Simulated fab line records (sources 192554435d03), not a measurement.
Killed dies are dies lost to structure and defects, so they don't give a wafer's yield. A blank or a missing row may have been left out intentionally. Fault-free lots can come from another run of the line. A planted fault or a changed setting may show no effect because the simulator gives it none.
Which tool did it?    flow n5_finfet    11 lots, 32 wafers sampled, at 6 steps of a route of 1938

## WHAT THE GAUGES READ, wafer by wafer
N5_BEOL_M4_RC_MEAS_101. Usual: DIBL_N 36.3 mV/V, standard deviation 1.7; DIBL_P 36.3 mV/V, standard deviation 2.2; IOFF_N 0.16 nA/um, standard deviation 0.034; IOFF_P 0.21 nA/um, standard deviation 0.038; ION_N 673 uA/um, standard deviation 13; ION_P 461 uA/um, standard deviation 8.3; SS_N 71.5 mV/dec, standard deviation 0.55; SS_P 73.3 mV/dec, standard deviation 0.67; VT_N 250 mV, standard deviation 3.4; VT_P -251 mV, standard deviation 3.5.
lot   measured      on         DIBL_N (mV/V)   DIBL_P (mV/V)   IOFF_N (nA/um)  IOFF_P (nA/um)  ION_N (uA/um)  ION_P (uA/um)  SS_N (mV/dec)   SS_P (mV/dec)   VT_N (mV)    VT_P (mV)       flag
L287  day 7 16:28   prober-02  35.6 34.8 33.3  36.5 34.9 33.0  0.16 0.14 0.12  0.20 0.18 0.16  665 658 651    456 449 456    71.5 71.5 70.5  73.2 73.5 72.3  252 253 257  -252 -255 -254  
L286  day 8 01:49   prober-01  40.2 36.2 35.2  39.4 35.4 33.2  0.24 0.16 0.12  0.28 0.19 0.16  688 679 653    460 461 446    72.3 71.2 71.2  72.9 72.6 72.5  244 250 254  -246 -251 -254  
L288  day 8 09:55   prober-01  35.3 33.9 35.4  34.0 32.8 35.6  0.15 0.12 0.15  0.18 0.17 0.21  665 644 660    454 446 456    70.9 70.8 71.4  73.4 73.3 73.8  249 253 253  -251 -253 -249  
L289  day 8 19:18   prober-02  33.0 35.9 35.8  31.4 35.7 35.9  0.10 0.15 0.14  0.14 0.19 0.20  658 667 672    456 461 464    71.1 71.4 71.2  71.6 73.1 73.4  256 253 252  -255 -254 -253  
L291  day 9 13:10   prober-01  34.6 39.0 37.8  33.7 39.7 38.0  0.13 0.23 0.19  0.17 0.27 0.25  665 695 684    451 472 464    71.7 72.1 71.8  72.1 73.6 74.3  253 245 248  -254 -248 -248  
L293  day 9 19:09   prober-02  36.0 35.1 37.5  35.6 34.5 37.1  0.16 0.14 0.20  0.21 0.20 0.24  667 672 686    458 453 462    71.7 71.5 71.5  72.8 72.4 72.8  248 248 245  -249 -251 -249  
L296  day 10 00:35  prober-02  36.4 36.1 36.8  38.1 37.2 39.0  0.17 0.16 0.17  0.24 0.21 0.26  674 667 670    467 455 467    72.1 71.4 72.0  74.4 74.4 74.6  252 251 252  -249 -252 -248  
L298  day 11 02:34  prober-02  39.9 36.0 35.6  40.9 37.5 36.3  0.24 0.17 0.16  0.29 0.23 0.21  703 685 681    474 474 461    72.0 71.5 71.8  73.6 73.0 72.6  242 248 247  -246 -247 -250  
L299  day 11 02:06  prober-01  36.7 34.6 32.5  38.4 35.1 32.4  0.18 0.14 0.11  0.23 0.19 0.16  683 666 649    469 457 455    72.0 71.5 71.1  73.3 73.4 72.7  248 251 255  -249 -251 -252  
L300  day 11 09:02  prober-02  39.4 33.9       38.7 32.6       0.20 0.11       0.26 0.16       680 659        463 456        71.7 70.3       74.4 72.3       248 255      -246 -250       
L308  day 13 05:31  prober-02  36.2 34.7 35.2  34.5 33.2 33.5  0.15 0.13 0.14  0.20 0.17 0.18  660 667 661    455 455 450    72.0 70.9 71.3  73.7 73.3 73.4  249 250 251  -250 -255 -251  

## TOOL THAT RAN EACH LOT (tool first, then ch and the chambers of the sampled wafers, then the start)
lot   N5_BEOL_M1_ANNEAL_82          N5_BEOL_M1_ANNEAL_91          N5_BEOL_M1_ECD_50               N5_BEOL_M1_CMP_52              N5_BEOL_M1_PRE_CLEAN_60
L287  pvd_sputter-02, day 6 08:26   pvd_sputter-02, day 6 09:05   ecd_cu-02 ch 0,1, day 6 09:47   cmp-02 ch 0,2, day 6 10:45     cvd_co-02 ch 0,2, day 6 11:02
L286  pvd_sputter-01, day 6 10:14   pvd_sputter-01, day 6 10:53   ecd_cu-01 ch 0,1, day 6 11:35   cmp-01 ch 1,2,3, day 6 12:00   cvd_co-02 ch 0,2, day 6 12:17
L288  pvd_sputter-01, day 6 20:01   pvd_sputter-01, day 6 20:40   ecd_cu-01 ch 0,1, day 6 21:22   cmp-02 ch 0,1,3, day 6 21:44   cvd_co-01 ch 0,1,2, day 6 22:04
L289  pvd_sputter-01, day 7 00:35   pvd_sputter-01, day 7 01:15   ecd_cu-01 ch 0,1, day 7 01:56   cmp-01 ch 1,2,3, day 7 02:35   cvd_co-02 ch 0,1,2, day 7 02:55
L291  pvd_sputter-02, day 7 23:11   pvd_sputter-02, day 7 23:51   ecd_cu-02 ch 0,1, day 8 00:33   cmp-04 ch 2,3, day 8 01:12     cvd_co-01 ch 1,2, day 8 01:32
L293  pvd_sputter-01, day 8 07:48   pvd_sputter-01, day 8 08:28   ecd_cu-01 ch 0,1, day 8 09:10   cmp-01 ch 0,2, day 8 09:39     cvd_co-02 ch 1,2, day 8 09:56
L296  pvd_sputter-01, day 8 14:30   pvd_sputter-01, day 8 15:10   ecd_cu-01 ch 0,1, day 8 15:52   cmp-01 ch 1,2,3, day 8 16:19   cvd_co-02 ch 1,2, day 8 16:37
L298  pvd_sputter-02, day 9 07:25   pvd_sputter-02, day 9 08:05   ecd_cu-01 ch 0,1, day 9 08:47   cmp-02 ch 0,2, day 9 09:12     cvd_co-01 ch 0,1, day 9 09:29
L299  pvd_sputter-03, day 9 13:11   pvd_sputter-03, day 9 13:50   ecd_cu-01 ch 0, day 9 14:32     cmp-02 ch 1,3, day 9 14:58     cvd_co-02 ch 0,1,2, day 9 15:15
L300  pvd_sputter-01, day 9 13:43   pvd_sputter-01, day 9 14:22   ecd_cu-01 ch 0,1, day 9 15:07   cmp-01 ch 2,3, day 9 15:44     cvd_co-01 ch 0,1, day 9 16:04
L308  pvd_sputter-02, day 11 17:56  pvd_sputter-02, day 11 18:35  ecd_cu-02 ch 0,1, day 11 19:17  cmp-01 ch 1,2,3, day 11 19:46  cvd_co-02 ch 0,1,2, day 11 20:05
- N5_BEOL_M1_ANNEAL_82: time 240 s.
- N5_BEOL_M1_ANNEAL_91: time 240 s.
- N5_BEOL_M1_ECD_50: material Cu, target thk 300 nm.
- N5_BEOL_M1_CMP_52: polishes, stops on SiOC, t overpolish 6.8 s, target thk 40 nm.
- N5_BEOL_M1_PRE_CLEAN_60: time 15 s.

## AS READ BY THE TOOLS THEMSELVES (means over the sampled wafers that have a number; for cases with no such wafer, the mark the record gives instead)
N5_BEOL_M1_ANNEAL_82. Usual: 799 W for heater_power_w, sd 60.
lot   tool            heater_power_w (W)  flag
L287  pvd_sputter-02  775                 
L286  pvd_sputter-01  793                 
L288  pvd_sputter-01  779                 
L289  pvd_sputter-01  798                 
L291  pvd_sputter-02  788                 
L293  pvd_sputter-01  785                 
L296  pvd_sputter-01  834                 
L298  pvd_sputter-02  776                 
L299  pvd_sputter-03  852                 
L300  pvd_sputter-01  848                 
L308  pvd_sputter-02  768                 

N5_BEOL_M1_ANNEAL_91. Usual: 799 W for heater_power_w, sd 61.
lot   tool            heater_power_w (W)  flag
L287  pvd_sputter-02  766                 
L286  pvd_sputter-01  800                 
L288  pvd_sputter-01  784                 
L289  pvd_sputter-01  808                 
L291  pvd_sputter-02  802                 
L293  pvd_sputter-01  792                 
L296  pvd_sputter-01  833                 
L298  pvd_sputter-02  799                 
L299  pvd_sputter-03  869                 
L300  pvd_sputter-01  856                 
L308  pvd_sputter-02  773                 

N5_BEOL_M1_CMP_52. Usual: edge_zone_pressure_frac 1.001, standard deviation 0.0051; motor_current_A 6.1 A, standard deviation 0.57; time_to_endpoint_s 62.9 s, standard deviation 2.8.
lot   tool    edge_zone_pressure_frac  motor_current_A (A)  time_to_endpoint_s (s)  flag
L287  cmp-02  0.995                    5.8                  66.8                    
L286  cmp-01  0.992                    5.8                  67.5                    
L288  cmp-02  1.002                    5.6                  64.7                    
L289  cmp-01  1.004                    6.1                  66.1                    
L291  cmp-04  1.006                    6.2                  60.0                    
L293  cmp-01  1.001                    6.2                  63.2                    
L296  cmp-01  1.008                    6.2                  64.0                    
L298  cmp-02  0.997                    5.7                  68.4                    
L299  cmp-02  0.998                    5.8                  67.9                    
L300  cmp-01  0.998                    6.0                  71.2                    
L308  cmp-01  1.002                    6.3                  61.1                    

N5_BEOL_M1_PRE_CLEAN_60. Usual: 94 W for heater_power_w, sd 22.
lot   tool       heater_power_w (W)  flag
L287  cvd_co-02  90                  
L286  cvd_co-02  85                  
L288  cvd_co-01  107                 
L289  cvd_co-02  76                  
L291  cvd_co-01  100                 
L293  cvd_co-02  67                  
L296  cvd_co-02  79                  
L298  cvd_co-01  93                  
L299  cvd_co-02  76                  
L300  cvd_co-01  94                  
L308  cvd_co-02  77                  

## THE ANSWER, worked out from the rows above alone
Rule: lot off if the mean of its wafers having a number is beyond 3 standard deviations from the usual mean. A lot without any number at a reading at which 4 lots or more have one is off too. Any other lot the step has rows for is counted as sound. The gauges are gone through in route order, then the tools' own readings, and for those a lot's mean is taken as printed above. At the first step where some lot is off, the reading lying furthest off is the one used; lots without a number count as furthest.
Nothing can be told from this: no lot is off at any reading shown.

## WHAT WAS PUT IN BY THE SIMULATOR
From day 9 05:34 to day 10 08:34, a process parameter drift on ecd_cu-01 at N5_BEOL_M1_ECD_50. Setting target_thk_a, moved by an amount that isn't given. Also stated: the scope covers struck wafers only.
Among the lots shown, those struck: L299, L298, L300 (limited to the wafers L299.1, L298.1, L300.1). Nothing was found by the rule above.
